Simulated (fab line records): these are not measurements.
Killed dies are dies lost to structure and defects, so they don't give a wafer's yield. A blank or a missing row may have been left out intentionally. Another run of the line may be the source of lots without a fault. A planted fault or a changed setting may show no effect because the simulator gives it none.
Split-lot trial :: flow n5_finfet :: 21 wafers read from 7 lots, route of 1938 steps

## THE SPLIT ITSELF
At N5_BEOL_M3_EXPOSE_08 (exposes mask M3), the setting dose_mj was moved away from the recipe's 33 on 6 of the 21 wafers read, by -7.1% to +6.7%. The other wafers ran this setting at the recipe's value.

## FROM THE SPLIT TO THE READING: what the file shows between them, 2 steps
- N5_BEOL_M3_PEB_09: peb time 60 s
- N5_BEOL_M3_DEVELOP_10: develop time 30 s

## THE READING
cd_nm (nm) at N5_BEOL_M3_CD_MEAS_11, where the cd target is 17.05 nm. On this fab line, fault-free wafers typically give 17.03 nm with a standard deviation of 0.24 nm.

wafer: L074.3
tool, chamber at the split: euv_scanner-02, 0
dose_mj as run: 33
against the recipe: recipe
cd_nm, nm: 17.12
against lot-mates on the recipe: -

wafer: L074.5
tool, chamber at the split: euv_scanner-02, 0
dose_mj as run: 35.2
against the recipe: +6.7%
cd_nm, nm: 18.16
against lot-mates on the recipe: +0.96

wafer: L074.6
tool, chamber at the split: euv_scanner-02, 0
dose_mj as run: 33
against the recipe: recipe
cd_nm, nm: 17.29
against lot-mates on the recipe: -

wafer: L078.1
tool, chamber at the split: euv_scanner-02, 0
dose_mj as run: 30.67
against the recipe: -7.1%
cd_nm, nm: 15.77
against lot-mates on the recipe: -1.20

wafer: L078.2
tool, chamber at the split: euv_scanner-02, 0
dose_mj as run: 33
against the recipe: recipe
cd_nm, nm: 17.18
against lot-mates on the recipe: -

wafer: L078.4
tool, chamber at the split: euv_scanner-02, 0
dose_mj as run: 33
against the recipe: recipe
cd_nm, nm: 16.76
against lot-mates on the recipe: -

wafer: L082.4
tool, chamber at the split: euv_scanner-02, 0
dose_mj as run: 30.75
against the recipe: -6.8%
cd_nm, nm: 15.53
against lot-mates on the recipe: no lot-mate on the recipe

wafer: L082.5
tool, chamber at the split: euv_scanner-02, 0
dose_mj as run: 30.75
against the recipe: -6.8%
cd_nm, nm: 15.70
against lot-mates on the recipe: no lot-mate on the recipe

wafer: L082.6
tool, chamber at the split: euv_scanner-02, 0
dose_mj as run: 30.75
against the recipe: -6.8%
cd_nm, nm: 15.66
against lot-mates on the recipe: no lot-mate on the recipe

wafer: L084.1
tool, chamber at the split: euv_scanner-01, 0
dose_mj as run: 33
against the recipe: recipe
cd_nm, nm: 16.99
against lot-mates on the recipe: -

wafer: L084.4
tool, chamber at the split: euv_scanner-01, 0
dose_mj as run: 33
against the recipe: recipe
cd_nm, nm: 17.36
against lot-mates on the recipe: -

wafer: L084.6
tool, chamber at the split: euv_scanner-01, 0
dose_mj as run: 33
against the recipe: recipe
cd_nm, nm: 16.99
against lot-mates on the recipe: -

wafer: L089.1
tool, chamber at the split: euv_scanner-01, 0
dose_mj as run: 33
against the recipe: recipe
cd_nm, nm: 17.47
against lot-mates on the recipe: -

wafer: L089.4
tool, chamber at the split: euv_scanner-01, 0
dose_mj as run: 33
against the recipe: recipe
cd_nm, nm: 17.54
against lot-mates on the recipe: -

wafer: L089.5
tool, chamber at the split: euv_scanner-01, 0
dose_mj as run: 33
against the recipe: recipe
cd_nm, nm: 16.87
against lot-mates on the recipe: -

wafer: L092.2
tool, chamber at the split: euv_scanner-01, 0
dose_mj as run: 33
against the recipe: recipe
cd_nm, nm: 17.22
against lot-mates on the recipe: -

wafer: L092.3
tool, chamber at the split: euv_scanner-01, 0
dose_mj as run: 33
against the recipe: recipe
cd_nm, nm: 17.22
against lot-mates on the recipe: -

wafer: L092.6
tool, chamber at the split: euv_scanner-01, 0
dose_mj as run: 33
against the recipe: recipe
cd_nm, nm: 17.61
against lot-mates on the recipe: -

wafer: L097.1
tool, chamber at the split: euv_scanner-01, 0
dose_mj as run: 33
against the recipe: recipe
cd_nm, nm: 16.89
against lot-mates on the recipe: -

wafer: L097.3
tool, chamber at the split: euv_scanner-01, 0
dose_mj as run: 33
against the recipe: recipe
cd_nm, nm: 17.16
against lot-mates on the recipe: -

wafer: L097.6
tool, chamber at the split: euv_scanner-01, 0
dose_mj as run: 34.39
against the recipe: +4.2%
cd_nm, nm: 18.13
against lot-mates on the recipe: +1.11

FIT RESULTS
A straight line over all 21 wafers: cd_nm changes by +0.205 nm for each +1% of dose_mj; r = +0.95; the points scatter about the line by 0.24 nm.
The same after taking each lot's own level away (the mean of its wafers on the recipe; 18 wafers): +0.174 nm for each +1%; r = +0.90; scatter 0.22 nm.
On that fit, the largest move of dose_mj shifts the reading by 1.2 nm.
From 16.970 to 17.350 nm: that is the span of the lots' own levels, equal to 1.6 times the standard deviation above.
In other words, the slope is changed by the lot-to-lot level; the two fits disagree.
Check: for one of the wafers moved furthest among these (-7.1%), held out of the fit, the line's prediction against its lot-mates is -1.23 nm. Against them it came out at -1.2 nm.

## THE WHOLE CHAIN: every reading that the file lists as answering this split, in the file's order
step: N5_BEOL_M3_CD_MEAS_11
what it does: target cd 17.05 nm
reading: cd_nm
change (the file's fit): +0.174 nm for each +1% of the setting
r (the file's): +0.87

step: N5_BEOL_M3_ETCH_74
what it does: etches underlayer in N2/H2, target depth 6.5 nm, time 5.2 s
reading: BEOL_M3.cd_offset_nm (the simulator's own value, which no gauge read)
change (the file's fit): +0.201 nm for each +1% of the setting
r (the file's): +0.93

## FILE'S OWN FIT
cd_nm changes by +0.174 nm for each +1% of dose_mj, r = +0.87.
